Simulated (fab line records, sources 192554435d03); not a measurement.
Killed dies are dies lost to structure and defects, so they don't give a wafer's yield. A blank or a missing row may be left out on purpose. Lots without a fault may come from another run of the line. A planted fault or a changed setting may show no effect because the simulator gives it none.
One fault seen from 3 desks | flow n5_finfet | each desk has only its own numbers; what lay behind them comes last

THE TOOL OWNER'S DESK: pecvd-01
The tool's own readings at N5_BEOL_M3_ILD_DEP_00 (deposits SiOC from DEMS/O2, target thk 79 nm, time 15.3 s): means of the sampled wafers that have a number, for each lot that ran on this tool. A lot is out of limits, marked OUT, if its mean lies more than 4 standard deviations from the usual mean; the brackets give that distance.
Columns: A = heater_power_w at N5_BEOL_M3_ILD_DEP_00, usual 530 W; B = showerhead_plenum_p_Torr at N5_BEOL_M3_ILD_DEP_00, usual 5.692 Torr; C = susceptor_temp_C at N5_BEOL_M3_ILD_DEP_00, usual 350.01 C; D = throttle_valve_pct at N5_BEOL_M3_ILD_DEP_00, usual 12.1 %
lot  | first seen here | A   | B     | C      | D
L174 | day 6 22:07     | 547 | 5.692 | 350.01 | 12.3
L176 | day 7 11:24     | 480 | 5.682 | 350.01 | 11.8
L180 | day 8 07:24     | 414 | 5.675 | 349.85 | 11.5
L188 | day 10 18:38    | 531 | 5.680 | 350.03 | 12.0
L190 | day 10 21:41    | 640 | 5.696 | 350.08 | 12.6
L189 | day 11 00:52    | 561 | 5.691 | 349.97 | 12.0
L192 | day 11 11:34    | 542 | 5.687 | 350.04 | 12.9
L194 | day 11 22:43    | 563 | 5.692 | 349.90 | 12.4
This desk's finding: nothing out of limits on any of the 8 lots.

THE DEFECT DESK
What the inspections along the route counted, lot by lot: means of the sampled wafers that have a number. A lot is out of limits, marked OUT, if its mean lies more than 4 standard deviations from the usual mean; the brackets give that distance.
Columns: A = raw_defect_count at N5_BEOL_M2_INSPECT_59, usual 74
lot  | first seen here | A
L174 | day 6 22:05     | 61
L176 | day 7 11:22     | 97
L180 | day 8 07:22     | 100
L188 | day 10 18:36    | 108
L190 | day 10 21:39    | 47
L189 | day 11 00:50    | 115
L191 | day 11 03:32    | 78
L192 | day 11 11:31    | 53
L194 | day 11 22:41    | 60
This desk's finding: nothing out of limits on any of the 9 lots.

THE METROLOGY DESK
What the gauges read, lot by lot, whatever tool the lot ran on: means of the sampled wafers that have a number. A lot is out of limits, marked OUT, if its mean lies more than 4 standard deviations from the usual mean; the brackets give that distance. Of its 11 readings 7 are shown: the one that was out of limits first, and those that lie furthest out on some lot.
Columns: A = M3_ILD_THK at N5_BEOL_M3_THK_MEAS_01, usual 78.9 nm; B = DIBL_N at N5_BEOL_M4_RC_MEAS_101, usual 36.3 mV/V; C = IOFF_P at N5_BEOL_M4_RC_MEAS_101, usual 0.206 nA/um; D = ION_P at N5_BEOL_M4_RC_MEAS_101, usual 461 uA/um; E = SS_N at N5_BEOL_M4_RC_MEAS_101, usual 71.5 mV/dec; F = VT_N at N5_BEOL_M4_RC_MEAS_101, usual 249.9 mV; G = VT_P at N5_BEOL_M4_RC_MEAS_101, usual -250.6 mV
lot  | first seen here | A              | B    | C     | D   | E    | F     | G
L174 | day 6 22:11     | 79.8           | 35.3 | 0.174 | 455 | 71.2 | 253.0 | -254.5
L176 | day 7 11:28     | 90.5 (+12) OUT | 36.7 | 0.210 | 456 | 72.2 | 252.6 | -251.6
L180 | day 8 07:28     | 96.2 (+18) OUT | 38.3 | 0.226 | 469 | 71.5 | 250.7 | -250.6
L188 | day 10 18:43    | 79.4           | 36.5 | 0.254 | 472 | 71.5 | 246.0 | -245.8
L190 | day 10 21:46    | 78.4           | 37.0 | 0.208 | 458 | 71.3 | 250.1 | -250.4
L189 | day 11 00:56    | 77.2           | 36.3 | 0.220 | 463 | 71.5 | 251.2 | -247.2
L191 | day 11 03:38    | 79.0           | 36.3 | 0.200 | 458 | 71.3 | 248.8 | -253.0
L192 | day 11 11:37    | 78.8           | 37.2 | 0.243 | 472 | 72.3 | 247.6 | -245.9
L194 | day 11 22:47    | 78.8           | 35.2 | 0.212 | 468 | 71.4 | 249.6 | -247.9
This desk's finding: out of limits on L176, L180; first on L176, day 7 11:28 (M3_ILD_THK at N5_BEOL_M3_THK_MEAS_01). In limits: L174, L188, L190, L189, L191, L192, L194.

PUT TOGETHER
The metrology desk could have raised an alarm at day 7 11:28, on L176, L180.
The tool owner's desk saw nothing out of limits.
The defect desk saw nothing out of limits.
The tool owner's desk has L176, L180 on record, within its limits.
The defect desk has L176, L180 on record, within its limits.
Of the lots named, all ran N5_BEOL_M3_ILD_DEP_00 on pecvd-01.

WHAT THE SIMULATOR HAD PUT IN
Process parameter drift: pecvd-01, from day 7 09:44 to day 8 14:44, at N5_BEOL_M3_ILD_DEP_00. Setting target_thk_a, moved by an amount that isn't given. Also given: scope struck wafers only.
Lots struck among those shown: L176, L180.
Hours from the fault's start to each desk's first reading out of limits: the metrology desk, 2.
